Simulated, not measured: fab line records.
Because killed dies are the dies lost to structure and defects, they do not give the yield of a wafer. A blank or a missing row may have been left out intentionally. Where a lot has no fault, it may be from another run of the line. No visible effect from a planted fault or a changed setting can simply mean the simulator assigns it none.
fab line records    flow n5Finfet
[record] lots = 12  wafers = 36  lastDay = 18
route steps=1938 shown START@1 WELL_APT@29
lots with no fault: from the same line, run without faults
startH: hours from the record's opening day to when the first of the lot's shown wafers began    waitH: hours elapsed since this lot's preceding step    " same as the row above    L1.1+2: several wafers, shown together as one row    - no value present, or no start provided    * or withheld: withheld    < > ~ a bound
route shown NAME@n: a module of which the file shows steps, and the number in the route of the first    usual: mean/standard deviation of fault-free wafers    same: alike in all rows    chamber/n: place in a boat    sites: per-site readings    _std_site: their standard deviation    _edge_site: the outer-site mean with the inner-site mean subtracted    radiusMm: how far each site lies from the wafer's centre    mask NAME#n: copy n    behind: the most recent tool/chamber to have shaped the wafer    hold: cause of the lot's hold/its duration in hours/its outcome    device: names the non-switching transistor (n, p or np)    end of line: tests run on the same wafers once the route is complete    a step without rows: its recipe alone    killed: dies lost to structure and defects at the first sort, not the wafer's yield    map: a wafer's dies, x killed, . not, _ none there
set.NAME: the run value of the setting; set.NAME@STEP: its run value at that earlier step    model.NAME: the simulator's own value behind a step, which no gauge read
a sample of lots followed through the steps of the route, with each step as a table and each wafer as a row
services: a tool's chamber out of use, with start hour (startH, from the record's first day; less than 0 if before it), hours out, and reason
[[steps]]
[step N5_START_INSPECT_01]
[recipe] inspectInstrument = unpatternedScan  mode = incoming
[usual] rawDefectCount = 6.1/2.7
lot.wafer  tool              chamber  startH  waitH  rawDefectCount
L884.2     defectInspect-01  -        18.03   -      5
L884.5     "                 -        "       "      9
L884.6     "                 -        "       "      6
L885.1     defectInspect-02  -        24.03   -      4
L885.4     "                 -        "       "      6
L885.6     "                 -        "       "      7
L886.2     defectInspect-02  -        30.03   -      5
L886.3     "                 -        "       "      6
L886.4     "                 -        "       "      6
L888.1     defectInspect-02  -        42.03   -      10
L888.4     "                 -        "       "      4
L888.6     "                 -        "       "      4
L889.1     defectInspect-01  -        48.03   -      4
L889.2     "                 -        "       "      3
L889.3     "                 -        "       "      9
L890.2     defectInspect-02  -        54.03   -      12
L890.4     "                 -        "       "      8
L890.6     "                 -        "       "      7
L896.1     defectInspect-02  -        90.03   -      7
L896.2     "                 -        "       "      8
L896.3     "                 -        "       "      11
L901.2     defectInspect-02  -        120.03  -      6
L901.4     "                 -        "       "      6
L901.6     "                 -        "       "      8
L902.1     defectInspect-02  -        126.03  -      6
L902.4     "                 -        "       "      5
L902.6     "                 -        "       "      9
L903.1     defectInspect-02  -        132.03  -      6
L903.2     "                 -        "       "      4
L903.3     "                 -        "       "      5
L904.3     defectInspect-02  -        138.03  -      6
L904.5     "                 -        "       "      8
L904.6     "                 -        "       "      3
L905.2     defectInspect-02  -        144.03  -      5
L905.3     "                 -        "       "      4
L905.5     "                 -        "       "      4
[step N5_WELL_APT_OVL_MEAS_09]
[recipe] pointsPerWafer = 44
[usual] NWELL_OVL = -1/4.7
lot.wafer  tool        chamber  startH  waitH  NWELL_OVL[nm]
L884.2     overlay-01  0        19.74   0.0    -7
L884.5     "           0        "       "      -2
L884.6     "           0        "       "      -4
L885.1     overlay-01  0        25.79   0.0    -3
L885.4     "           0        "       "      5
L885.6     "           0        "       "      -1
L886.2     overlay-01  0        32.27   0.0    -1
L886.3     "           0        "       "      -4
L886.4     "           0        "       "      1
L888.1     overlay-02  0        44.57   0.0    -9
L888.4     "           0        "       "      2
L888.6     "           0        "       "      -7
L889.1     overlay-01  0        49.63   0.0    -6
L889.2     "           0        "       "      2
L889.3     "           0        "       "      -11
L890.2     overlay-02  0        55.97   0.0    8
L890.4     "           0        "       "      5
L890.6     "           0        "       "      3
L896.1     overlay-02  0        92.09   0.0    4
L896.2     "           0        "       "      -3
L896.3     "           0        "       "      -3
L901.2     overlay-01  0        121.84  0.0    4
L901.4     "           0        "       "      10
L901.6     "           0        "       "      11
L902.1     overlay-01  0        127.84  0.0    2
L902.4     "           0        "       "      -6
L902.6     "           0        "       "      -3
L903.1     overlay-01  0        133.90  0.0    1
L903.2     "           0        "       "      -5
L903.3     "           0        "       "      -4
L904.3     overlay-02  0        140.93  0.0    -4
L904.5     "           0        "       "      0
L904.6     "           0        "       "      5
L905.2     overlay-02  0        145.63  0.0    -4
L905.3     "           0        "       "      -10
L905.5     "           0        "       "      -9
[step N5_WELL_APT_DESCUM_13]
[recipe] chemistry = O2  timeS = 7.9  sourcePowerW = 50  biasPowerW = 20  pressureMtorr = 20  rfFrequencyHz = 2.712e+07  tempC = 40  o2FlowSccm = 225
[usual] drypumpMotorCurrentA = 5.7/0.4  oesProductAu = 0.74/0.084  rfVppV = 243.2/1.5  showerheadPlenumPTorr = 2.10/0.09  throttleValvePct = 20.37/0.17
lot.wafer  tool        chamber  startH  waitH  drypumpMotorCurrentA  oesProductAu  rfHoursCounterH  rfVppV  showerheadPlenumPTorr  throttleValvePct
L884.2     rieDiel-04  1        19.80   0.0    5.5                   0.73          167              244.0   2.19                   20.21
L884.5     "           1        "       "      5.5                   0.73          -                244.4   2.19                   20.23
L884.6     "           2        "       "      5.3                   0.72          -                241.4   2.06                   20.43
L885.1     rieDiel-05  1        25.97   0.2    6.1                   0.81          103              244.9   2.19                   20.39
L885.4     "           2        "       "      5.4                   0.79          117              241.4   1.92                   20.16
L885.6     "           0        "       "      5.1                   0.72          -                246.0   2.16                   20.21
L886.2     rieDiel-04  3        32.33   0.0    6.0                   0.69          214              243.5   2.06                   20.12
L886.3     "           1        "       "      5.5                   0.72          174              243.6   2.19                   20.24
L886.4     "           3        "       "      6.1                   0.69          -                241.2   2.06                   20.11
L888.1     rieDiel-02  2        44.63   0.0    5.6                   0.72          189              242.4   2.07                   20.47
L888.4     "           1        "       "      5.9                   0.69          221              244.8   2.19                   20.67
L888.6     "           3        "       "      6.5                   0.72          -                244.1   2.09                   20.16
L889.1     rieDiel-02  1        49.70   0.0    5.9                   0.69          223              244.4   2.19                   20.68
L889.2     "           3        "       "      6.5                   0.71          162              243.3   2.09                   20.17
L889.3     "           2        "       "      5.6                   0.73          190              242.2   2.06                   20.48
L890.2     rieDiel-04  0        56.03   0.0    5.6                   1.01          1                244.8   2.25                   20.39
L890.4     "           3        "       "      6.0                   0.67          227              242.7   2.06                   20.15
L890.6     "           3        "       "      6.1                   0.68          -                242.2   2.06                   20.14
L896.1     rieDiel-05  2        92.14   0.0    5.5                   0.78          139              240.3   1.91                   20.19
L896.2     "           3        "       "      5.5                   0.68          248              242.6   2.02                   20.64
L896.3     "           0        "       "      5.1                   0.71          235              243.3   2.15                   20.25
L901.2     rieDiel-05  1        121.93  0.1    6.2                   0.77          136              245.9   2.18                   20.43
L901.4     "           2        "       "      5.4                   0.78          151              241.4   1.91                   20.22
L901.6     "           3        "       "      5.6                   0.99          -                242.5   2.02                   20.25
L902.1     rieDiel-02  1        128.02  0.2    5.9                   0.67          250              243.2   2.18                   20.73
L902.4     "           0        "       "      6.1                   0.69          191              242.5   2.01                   20.38
L902.6     "           2        "       "      5.6                   0.70          -                242.9   2.05                   20.51
L903.1     rieDiel-04  0        134.23  0.3    5.6                   0.92          30               245.3   2.24                   20.43
L903.2     "           1        "       "      5.5                   0.70          206              245.1   2.18                   20.28
L903.3     "           2        "       "      5.3                   0.69          220              242.8   2.05                   20.50
L904.3     rieDiel-04  2        141.01  0.0    5.3                   0.69          223              243.5   2.05                   20.51
L904.5     "           1        "       "      5.5                   0.69          -                245.0   2.17                   20.30
L904.6     "           0        "       "      5.6                   0.91          -                245.1   2.23                   20.44
L905.2     rieDiel-04  1        145.69  0.0    5.5                   0.69          211              245.0   2.17                   20.30
L905.3     "           0        "       "      5.6                   0.91          35               245.2   2.23                   20.44
L905.5     "           0        "       "      5.6                   0.91          -                245.3   2.23                   20.44
[step N5_WELL_APT_PEB_23]
[recipe] pebTempC = 130  pebTimeS = 90
[usual] chillPlateTempC = 23.02/0.11  heaterPowerTotalW = 172.5/0.8
lot.wafer  tool           chamber  startH  waitH  chillPlateTempC  heaterPowerTotalW
L884.2     lithoTrack-01  0        20.86   0.0    23.21            172.5
L884.5     "              0        "       "      23.13            172.1
L884.6     "              0        "       "      23.09            172.2
L885.1     lithoTrack-03  0        26.91   0.1    23.17            173.7
L885.4     "              0        "       "      23.06            172.2
L885.6     "              0        "       "      23.05            173.9
L886.2     lithoTrack-01  0        33.41   0.0    23.04            172.7
L886.3     "              0        "       "      23.22            172.3
L886.4     "              0        "       "      23.23            171.9
L888.1     lithoTrack-04  0        45.69   0.1    23.14            173.1
L888.4     "              0        "       "      22.95            172.2
L888.6     "              0        "       "      22.98            172.2
L889.1     lithoTrack-03  0        50.64   0.1    22.79            172.8
L889.2     "              0        "       "      22.89            172.5
L889.3     "              0        "       "      22.86            171.6
L890.2     lithoTrack-04  0        57.10   0.0    23.14            172.6
L890.4     "              0        "       "      23.12            170.8
L890.6     "              0        "       "      23.00            172.4
L896.1     lithoTrack-03  0        93.19   0.1    22.97            171.0
L896.2     "              0        "       "      23.02            173.0
L896.3     "              0        "       "      22.84            172.9
L901.2     lithoTrack-03  0        122.87  0.0    22.95            172.1
L901.4     "              0        "       "      22.75            180.4
L901.6     "              0        "       "      22.89            170.9
L902.1     lithoTrack-03  0        129.09  0.1    23.15            181.1
L902.4     "              0        "       "      23.09            181.7
L902.6     "              0        "       "      23.16            173.0
L903.1     lithoTrack-04  0        135.17  0.1    23.06            173.5
L903.2     "              0        "       "      23.06            171.9
L903.3     "              0        "       "      22.88            171.0
L904.3     lithoTrack-04  0        141.94  0.0    22.98            171.9
L904.5     "              0        "       "      22.97            171.3
L904.6     "              0        "       "      22.88            172.3
L905.2     lithoTrack-01  0        146.61  0.0    22.76            173.1
L905.3     "              0        "       "      22.89            172.0
L905.5     "              0        "       "      22.96            171.5
[[services]]
tool           chamber  startH  hours  kind
lithoTrack-01  -        2.07    -      consumableReplace:filter
rieDiel-04     1        6.90    4.8    repair
rieDiel-04     0        21.89   -      clean
rieDiel-04     0        21.89   -      consumableReplace:focusRing
rieDiel-04     0        21.89   -      consumableReplace:showerhead
rieDiel-04     0        21.89   32.3   scheduledDown
rieDiel-04     0        21.89   32.3   ventCycle
rieDiel-05     -        46.75   2.8    pm
rieDiel-02     -        63.88   0.1    repair
lithoTrack-01  -        71.88   -      consumableReplace:filter
lithoTrack-04  -        83.37   -      consumableReplace:filter
rieDiel-04     1        84.16   5.7    repair
rieDiel-05     3        98.30   -      clean
rieDiel-05     3        98.30   -      consumableReplace:focusRing
rieDiel-05     3        98.30   19.9   scheduledDown
rieDiel-05     3        98.30   19.9   ventCycle
lithoTrack-03  -        105.91  -      consumableReplace:filter
rieDiel-04     3        117.89  -      clean
rieDiel-04     3        117.89  -      consumableReplace:focusRing
rieDiel-04     3        117.89  23.5   scheduledDown
rieDiel-04     3        117.89  23.5   ventCycle
lithoTrack-04  -        138.29  -      consumableReplace:filter
rieDiel-05     -        138.50  4.3    pm
rieDiel-04     3        143.18  13.8   repair
[[key]]
[firstSign] step = N5_WELL_APT_PEB_23  reading = heaterPowerTotalW  direction = up  sigmas = 11  usual = *  struck = *
effect none on later readings
metAt N5_WELL_APT_PEB_23
struckLots L901,L902
struckWafers L901.4,L902.1,L902.4
testerLeftOut L901,L902
notActingAt N5_START_INSPECT_01,N5_WELL_APT_OVL_MEAS_09,N5_WELL_APT_DESCUM_13
onsetBetween 93.19 122.87
[fault] kind = processParameterDrift  tool = lithoTrack-03  chamber = -  onsetH = 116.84  steps = N5_WELL_APT_PEB_23  channel = pebTimeS  offset = *  shape = step  endH = 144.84  scope = struckWafersOnly  actsIn = *  stated = *
// testerLeftOut: of these lots the tester's yield and bins aren't shown, on N5 and GAA mostly nor the transistor test; their killed dies are dies lost to structure and defects alone, not to doping, threshold or leakage, so they don't give the yield
